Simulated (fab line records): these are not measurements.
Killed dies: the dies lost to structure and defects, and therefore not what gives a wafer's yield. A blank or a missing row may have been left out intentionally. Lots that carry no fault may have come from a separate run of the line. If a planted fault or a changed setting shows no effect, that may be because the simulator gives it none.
A lot that was struck, set against a sound lot | flow n5-finfet | 35 out of 1938 route steps
Sound: the wafers L376.1, L376.3, L376.4. Struck: wafer L380.2 (left out: L380.5, L380.6 of the same lot, which were not struck); the cause appears at the end.
Per side, at each step with rows, come the tool, then ch with its chambers, and then its first start. Under that, the readings that differ: sound wafers | struck wafers | difference of the means | sigmas: that difference in standard deviations of wafers without a fault.
alike: same words and numbers on both sides, and readings whose means sit less than 2 such deviations apart. not compared: any withheld reading, any reading some wafer has no value for, any bound like >300 that may hide the same value, and any number with overlapping values for which the record gives no deviation.
A row with sigmas, a row that says differs or no value, or rows on one side alone: a step with any of these is where the two part. When numbers do not overlap yet have no deviation, they are printed without sigmas and do not part them. A reading missing from all wafers of one side parts the sides only when that side holds two or more wafers.

first, 9 steps without rows for these wafers: N5_MOL_CONTACT_COAG_SRD_128 (dry time 32 s); N5_MOL_CONTACT_COAG_CMP_52 (polishes, stops on SiO2, t overpolish 1.5 s, target thk 66.5 nm); N5_MOL_CONTACT_COAG_ANNEAL_112 (time 1800 s); N5_BEOL_M0_SAQP_PECVD_00 (deposits SiCN from 3MS/NH3, target thk 8 nm, time 14 s); N5_BEOL_M0_SAQP_ILD_DEP_01 (deposits SiOC from DEMS/O2, target thk 45.419 nm, time 8.7 s); N5_BEOL_M0_SAQP_HM_DEP_02 (deposits TiN, target thk 12 nm); N5_BEOL_M0_SAQP_PECVD_03 (deposits SiCN from 3MS/NH3, target thk 12 nm, time 21.1 s); N5_BEOL_M0_SAQP_PECVD_96 (deposits a-Si from SiH4/He, target thk 45 nm, time 45.2 s); N5_BEOL_M0_SAQP_PECVD_97 (deposits SiNx from SiH4/NH3/N2, target thk 23 nm, time 19.9 s).
N5_BEOL_M0_SAQP_PECVD_04: deposits a-Si from SiH4/He, target thk 60 nm, time 60.2 s.
  sound on pecvd-02 ch 0,1, day 5 16:11; struck on pecvd-02 ch 2, day 6 20:07
  reading                                         | sound          | struck | difference | sigmas
  throttle-valve-pct (%)                          | 18.7 18.5 19.0 | 16.0   | -2.7       | -2
  model.a-Si_of_BEOL_M0_SAQP_PECVD_04.thk-nm (nm) | 59.2 59.8 59.6 | 56.2   | -3.3       |
  alike: heater-power-outer-w, heater-power-w, showerhead-plenum-p-Torr
N5_BEOL_M0_SAQP_THK_MEAS_05:
  sound on film-metro-02, day 5 16:17; struck on film-metro-02, day 6 20:13
  reading     | sound          | struck | difference | sigmas
  thk-nm (nm) | 59.1 59.7 59.7 | 56.2   | -3.3       | -5
then, 15 steps without rows for these wafers: N5_BEOL_M0_SAQP_HM_DEP_111 (deposits SiO2 from SiH4/N2O, target thk 12 nm, time 7.2 s); N5_BEOL_M0_SAQP_COAT_81 (time 60 s, resist thk 100 nm); N5_BEOL_M0_SAQP_COAT_82 (time 60 s, resist thk 30 nm); N5_BEOL_M0_SAQP_COAT_08 (resist thk 90 nm); N5_BEOL_M0_SAQP_EBR_10; N5_BEOL_M0_SAQP_SOFTBAKE_09 (time 60 s); N5_BEOL_M0_SAQP_EXPOSE_11 (exposes mask M0 CORE, target cd 42 nm); N5_BEOL_M0_SAQP_PEB_12 (peb time 60 s); N5_BEOL_M0_SAQP_DEVELOP_13 (develop time 30 s); N5_BEOL_M0_SAQP_DESCUM_19 (chemistry O2, time 7.9 s); N5_BEOL_M0_SAQP_ETCH_83 (etches SiARC in CF4, target depth 39 nm, time 65 s); N5_BEOL_M0_SAQP_ETCH_84 (etches SOC in N2/H2, target depth 100 nm, overetch 20 nm, time 150 s); N5_BEOL_M0_SAQP_STRIP_80 (strips in N2/H2); N5_BEOL_M0_SAQP_HM_OPEN_112 (chemistry CHF3/O2, target SiO2, stops on a-Si, target depth 12 nm, time 13.5 s); N5_BEOL_M0_SAQP_STRIP_113 (strips in CHF3/O2).
N5_BEOL_M0_SAQP_MANDREL_ETCH_20: etches a-Si in HBr/Cl2, stops on SiNx, target depth 60 nm, bt time 10 s, time 30 s.
  sound on rie-si-01 ch 0,1,3, day 5 17:19; struck on rie-si-05 ch 0, day 6 20:59
  reading                  | sound             | struck | difference | sigmas
  oes-product-au (a.u.)    | 0.772 0.780 0.784 | 0.751  | -0.028     | -3
  model.etch.depth-nm (nm) | 59.19 59.61 59.57 | 56.17  | -3.29      |
  alike: drypump-motor-current-A, throttle-valve-pct
  not compared: rf-hours-counter-h
then, 5 steps without rows for these wafers: N5_BEOL_M0_SAQP_STRIP_86 (strips in N2/H2); N5_BEOL_M0_SAQP_STRIP_115 (strips in post etch residue remover, time 60 s); N5_BEOL_M0_SAQP_SRD_93 (time 30 s); N5_BEOL_M0_SAQP_RECESS_114 (chemistry HF/NH3, target SiO2, target depth 14.4 nm, afs cycles 3, sublimation time 60 s); N5_BEOL_M0_SAQP_SPACER1_ALD_98 (deposits SiO2, target thk 12.8 nm, pulse time 1 s, purge time 2 s).
N5_BEOL_M0_SAQP_SPACER1_ETCHBACK_99: etches SiO2 in CHF3/O2, target depth 15.4 nm, time 7.7 s.
  sound on rie-diel-01 ch 1,2,3, day 5 18:48; struck on rie-diel-05 ch 2, day 6 22:20
  reading                                         | sound      | struck | difference | sigmas
  model.a-Si_of_BEOL_M0_SAQP_PECVD_04.thk-nm (nm) | 58.6 59 59 | 55.6   | -3.3       |
  alike: CHF3_flow_sccm, drypump-motor-current-A, oes-product-au, rf-vpp-V, showerhead-plenum-p-Torr, throttle-valve-pct
  not compared: rf-hours-counter-h
then, 1 step without rows for these wafers: N5_BEOL_M0_SAQP_MANDREL1_REMOVE_100 (chemistry HBr/Cl2/O2, target a-Si, stops on SiNx, bt time 10 s).
-- a jump in the record: the struck wafers' starts before and after are 2 days apart (it breaks off in module BEOL_M0_SAQP and resumes in module BEOL_M4, where the first step shown is number 1111 of the route) --
N5_BEOL_M4_RC_MEAS_101:
  sound on prober-01 ch 0, day 8 07:28; struck on prober-02 ch 0, day 9 08:59
  alike: DIBL_N, DIBL_P, IOFF_N, IOFF_P, ION_N, ION_P, SS_N, SS_P, VT_N, VT_P

## WHERE THEY PART
First at N5_BEOL_M0_SAQP_PECVD_04; last, within this record, at N5_BEOL_M0_SAQP_MANDREL_ETCH_20. Later steps at which nothing parts them and some readings are alike: N5_BEOL_M0_SAQP_SPACER1_ETCHBACK_99, N5_BEOL_M4_RC_MEAS_101.

WHY: the cause the simulator had injected
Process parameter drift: pecvd-02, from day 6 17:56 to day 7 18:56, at N5_BEOL_M0_SAQP_PECVD_04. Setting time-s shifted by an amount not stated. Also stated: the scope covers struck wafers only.
